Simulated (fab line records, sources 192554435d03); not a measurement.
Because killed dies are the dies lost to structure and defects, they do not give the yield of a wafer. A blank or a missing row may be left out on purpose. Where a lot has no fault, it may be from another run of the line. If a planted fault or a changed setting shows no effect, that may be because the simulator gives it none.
Struck lot and sound lot, side by side || flow n5_finfet || 38 out of 1938 route steps
Sound: wafers L881.2, L881.3, L881.4. Struck: wafers L868.1, L868.5. (L868.3 of the same lot was not struck and is left out.) The cause comes at the end.
Order at every step that has rows: each side's tool, ch and its chambers, its first start. Under that, the readings that differ: sound wafers || struck wafers || difference of the means || sigmas: that difference in standard deviations of wafers without a fault.
alike: readings whose means differ by less than 2 such deviations, and words and numbers that are the same on both sides. not compared: withheld readings, readings that some wafer has no value for, bounds like >300 that may hide the same value, and numbers for which the record gives no deviation and whose values overlap.
A row with sigmas, a row that says differs or no value, or rows on one side alone: a step with any of these is where the two part. When numbers do not overlap yet have no deviation, they are printed without sigmas and do not part them. A reading missing from all wafers of one side parts the sides only when that side holds two or more wafers.

first, 11 steps without rows for these wafers: N5_FIN_SAQP_DESCUM_21 (chemistry O2, time 7.9 s); N5_FIN_SAQP_ETCH_51 (etches SiARC in CF4, target depth 45.5 nm, time 75.8 s); N5_FIN_SAQP_ETCH_52 (etches SOC in N2/H2, target depth 100 nm, overetch 20 nm, time 150 s); N5_FIN_SAQP_STRIP_53 (strips in N2/H2); N5_FIN_SAQP_HM_OPEN_73 (chemistry CHF3/O2, target SiO2, stops on a-Si, target depth 12 nm, time 16.8 s); N5_FIN_SAQP_STRIP_74 (strips in CHF3/O2); N5_FIN_SAQP_MANDREL_ETCH_22 (etches a-Si in HBr/Cl2, stops on SiNx, target depth 60 nm, bt time 10 s, time 30 s); N5_FIN_SAQP_STRIP_55 (strips in N2/H2); N5_FIN_SAQP_STRIP_23 (strips in SPM, time 750 s); N5_FIN_SAQP_SRD_66 (time 30 s); N5_FIN_SAQP_RECESS_75 (chemistry HF/NH3, target SiO2, target depth 14.4 nm, afs cycles 3, sublimation time 60 s).
N5_FIN_SAQP_SPACER1_ALD_24: deposits SiO2, target thk 20.3 nm, pulse time 1 s, purge time 2 s.
  sound on ald_sin-01 ch 0,3, day 7 06:23; struck on ald_sin-01 ch 1, day 3 23:58
{"reading": "ald_cycles", "sound": "218 218 218", "struck": "185 185", "difference": -33, "sigmas": ""}
{"reading": "model.SiO2_of_FIN_SAQP_SPACER1_ALD_24.thk_nm (nm)", "sound": "20.2 20.4 20.2", "struck": "17 17.2", "difference": -3, "sigmas": ""}
  alike: heater_power_w, precursor_pulse_height_rel
then, 1 step without rows for these wafers: N5_FIN_SAQP_SPACER1_ETCHBACK_25 (etches SiO2 in CHF3/O2, target depth 24.4 nm, time 12.2 s).
N5_FIN_SAQP_MANDREL1_REMOVE_56: chemistry HBr/Cl2/O2, target a-Si, stops on SiNx, bt time 10 s.
  sound on rie_si-05 ch 0,1,3, day 7 07:17; struck on rie_si-05 ch 0,2, day 4 00:46
{"reading": "model.FIN_SAQP.cd_nm (nm)", "sound": "20.2 20.2 20.4", "struck": "17 17", "difference": -3, "sigmas": ""}
  alike: HBr_flow_sccm, drypump_motor_current_A, oes_product_au, throttle_valve_pct
  not compared: rf_hours_counter_h
N5_FIN_SAQP_CD_MEAS_27 targets a cd of 20 nm.
  sound on cd_sem-01 ch 0, day 7 07:24; struck on cd_sem-02 ch 0, day 4 00:52
{"reading": "cd_nm (nm)", "sound": "20.29 20.19 20.30", "struck": "17.00 16.90", "difference": -3.31, "sigmas": -14}
then, 21 steps without rows for these wafers: N5_FIN_SAQP_ETCH_57 (etches SiNx in CH3F/O2, target depth 32.5 nm, time 46.4 s); N5_FIN_SAQP_ETCH_65 (etches SiO2 in CF4, target depth 4 nm, time 4.4 s); N5_FIN_SAQP_MANDREL_ETCH_58 (etches a-Si in HBr/Cl2, stops on SiNx, target depth 45 nm, bt time 10 s, time 27 s); N5_FIN_SAQP_RECESS_63 (chemistry HF/NH3, target SiO2, target depth 18 nm, afs cycles 3, sublimation time 60 s); N5_FIN_SAQP_COAT_68 (time 60 s, resist thk 100 nm); N5_FIN_SAQP_ETCH_69 (etches SOC in N2/H2, stops on SiNx, target depth 150 nm); N5_FIN_SAQP_ETCH_67 (etches SiNx in CH3F/O2, target depth 30 nm); N5_FIN_SAQP_STRIP_70 (strips in N2/H2); N5_FIN_SAQP_RECESS_71 (chemistry HF/NH3, target SiO2, target depth 3 nm, afs cycles 1, sublimation time 60 s); N5_FIN_SAQP_SPACER2_ALD_28 (deposits SiO2, target thk 8.1 nm, pulse time 1 s, purge time 2 s); N5_FIN_SAQP_SPACER2_ETCHBACK_29 (etches SiO2 in CHF3/O2, target depth 12.2 nm, time 6.1 s); N5_FIN_SAQP_MANDREL2_REMOVE_60 (chemistry HBr/Cl2/O2, target a-Si, stops on SiNx, bt time 10 s); N5_FIN_SAQP_HM_OPEN_33 (chemistry CH3F/O2, target SiNx, target depth 49.4 nm, time 70.6 s); N5_FIN_SAQP_ETCH_34 (etches SiO2 in C4F6/O2, target depth 45 nm, time 15 s); N5_FIN_SAQP_STRIP_77 (strips in N2/H2, time 90 s); N5_FIN_SAQP_ETCH_64 (etches SiO2 in CF4, target depth 1.5 nm); N5_FIN_SAQP_FIN_ETCH_36 (etches the open film in HBr/Cl2/O2, target depth 120 nm, time 50.4 s); N5_FIN_SAQP_PRECLEAN_38 (cleans in O3/DIW, time 45 s); N5_FIN_SAQP_PRECLEAN_45 (cleans in dHF, time 10 s); N5_FIN_SAQP_SRD_39 (time 30 s); N5_FIN_CUT_COAT_18 (time 60 s, resist thk 230 nm).
-- record jumps: 6 days separate the struck wafers' starts on either side; left off in module FIN_CUT, taken up again in module BEOL_M4, whose first shown step is the route's number 1111 --
N5_BEOL_M4_RC_MEAS_101:
  sound on prober-01 ch 0, day 13 15:58; struck on prober-01 ch 0, day 10 09:54
  alike: DIBL_N, DIBL_P, IOFF_N, IOFF_P, ION_N, ION_P, SS_N, SS_P, VT_N, VT_P
-- record jumps: 4 days separate the struck wafers' starts on either side; left off in module BEOL_M4, taken up again in module PASSIVATION, whose first shown step is the route's number 1936 --
N5_PASSIVATION_PROBE_49:
  only the struck wafers here have rows in the record (prober-02, day 14 20:43); the sound ones have none

WHERE THEY PART
At N5_FIN_SAQP_CD_MEAS_27 first; at N5_PASSIVATION_PROBE_49 last (within this record only).

WHY: what had been put in by the simulator
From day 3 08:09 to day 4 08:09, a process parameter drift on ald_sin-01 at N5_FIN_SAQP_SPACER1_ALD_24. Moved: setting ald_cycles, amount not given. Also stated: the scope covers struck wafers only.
